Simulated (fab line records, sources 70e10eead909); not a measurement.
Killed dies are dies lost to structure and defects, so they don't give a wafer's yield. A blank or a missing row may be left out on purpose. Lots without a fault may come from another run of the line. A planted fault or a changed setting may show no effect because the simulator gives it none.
A struck lot beside a sound one | flow nand_harc | 15 steps out of a route of 1159
Sound: wafers L995.1, L995.2, L995.3. Struck: wafers L983.1, L983.5, L983.6. The cause comes at the end.
At each step with rows: each side's tool, then ch and its chambers, then its first start. Under that, the readings that differ: sound wafers | struck wafers | difference of the means | sigmas: that difference in standard deviations of wafers without a fault.
alike: readings whose means differ by less than 2 such deviations, and words and numbers that are the same on both sides. not compared: withheld readings, readings that some wafer has no value for, bounds like >300 that may hide the same value, and numbers for which the record gives no deviation and whose values overlap.
The two part at a step that has a row with sigmas, a row that says differs or no value, or rows on one side only. Numbers that don't overlap but have no deviation are shown without sigmas and don't part them. A reading that every wafer of one side lacks parts them only if that side has two wafers or more.

NHARC_A_CONTACT_INSPECT_10:
  sound on defect_inspect-02, day 22 07:50; struck on defect_inspect-02, day 19 12:41
  alike: raw_defect_count
then, 1 step without rows for these wafers: NHARC_A_CONTACT_DESCUM_13 (chemistry O2, time 3 s).
NHARC_A_CONTACT_ETCH_88: etches the open film in CF4, target depth 39 nm, time 65 s.
  sound on rie_diel-03 ch 1,2,3, day 22 08:32; struck on rie_diel-05 ch 0,1, day 19 12:51
  alike: bias_w, cf4_flow_sccm, drypump_motor_current_A, oes_product_au, rf_vpp_V, showerhead_plenum_p_Torr, throttle_valve_pct
  not compared: rf_hours_counter_h
NHARC_A_CONTACT_ETCH_89: etches the open film in N2/H2, target depth 260 nm, time 475.3 s.
  sound on rie_diel-03 ch 1,2,3; struck on rie_diel-05 ch 1,2
  alike: bias_w, chamber_pressure_mTorr, drypump_motor_current_A, h2_flow_sccm, oes_product_au, rf_vpp_V, showerhead_plenum_p_Torr, throttle_valve_pct
  not compared: rf_hours_counter_h
then, 2 steps without rows for these wafers: NHARC_A_CONTACT_ETCH_30 (etches the open film in CF4/CHF3, target depth 60.5 nm, time 30.2 s); NHARC_A_CONTACT_ETCH_31 (etches the open film in O2/COS, target depth 2000 nm, time 520 s).
NHARC_A_CONTACT_ETCH_134: etches the open film in C4F8/O2/Ar, time 140 s, target depth 700 nm.
  sound on har_cap_etch-01 ch 0,1, day 22 09:58; struck on har_cap_etch-01 ch 0,1, day 19 13:45
  alike: chamber_pressure_mTorr, oes_air_line_au
  not compared: rf_hours_counter_h
NHARC_A_CONTACT_ETCH_135: etches the open film in C4F8/O2/Ar, time 132 s, target depth 1287 nm.
  sound on har_cap_etch-01 ch 0,1, day 22 10:10; struck on har_cap_etch-01 ch 0,1, day 19 13:58
  alike: chamber_pressure_mTorr, oes_air_line_au
  not compared: rf_hours_counter_h
then, 2 steps without rows for these wafers: NHARC_A_CONTACT_ETCH_136 (etches the open film in C4F8/O2/Ar, time 132 s, target depth 1287 nm); NHARC_A_CONTACT_ETCH_137 (etches the open film in C4F8/O2/Ar, time 132 s, target depth 1287 nm).
NHARC_A_CONTACT_ETCH_138: etches the open film in C4F8/O2/Ar, time 132 s, target depth 1289 nm.
  sound on har_cap_etch-01 ch 0,1, day 22 10:32; struck on har_cap_etch-01 ch 0,1, day 19 14:19
  alike: chamber_pressure_mTorr, oes_air_line_au
  not compared: rf_hours_counter_h
then, 1 step without rows for these wafers: NHARC_A_CONTACT_ETCH_139 (etches the open film in C4F8/O2/Ar, time 137 s, target depth 590 nm).
NHARC_A_CONTACT_ETCH_92: etches the open film in CH3F/O2, target depth 40 nm, time 85.7 s.
  sound on rie_diel-03 ch 1,2,3, day 22 11:04; struck on rie_diel-03 ch 2,3, day 19 14:58
  no value came back on the struck wafers for any of 8 readings (bias_w (W), ch3f_flow_sccm (sccm) and others); on the sound wafers bias_w (W) reads 99.4 100.5 99.5
then, 1 step without rows for these wafers: NHARC_A_CONTACT_ETCH_98 (etches the open film in C4F6/O2, target depth 20 nm, time 10 s).
-- the record jumps here: 2 days lie between the struck wafers' starts before and after (it left off in module A_CONTACT and takes up again in module END, whose first step shown is number 1159 of the route) --
NHARC_END_SORT_01:
  the record has rows for the struck wafers here (prober-02 ch 0, day 21 17:51) and none for the sound ones

WHERE THEY PART
First at NHARC_A_CONTACT_ETCH_92; last, within this record, at NHARC_END_SORT_01.

WHY: what the simulator had put in
Skipped step whole: rie_diel-03, from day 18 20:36 on, at NHARC_A_CONTACT_ETCH_92. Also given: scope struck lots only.
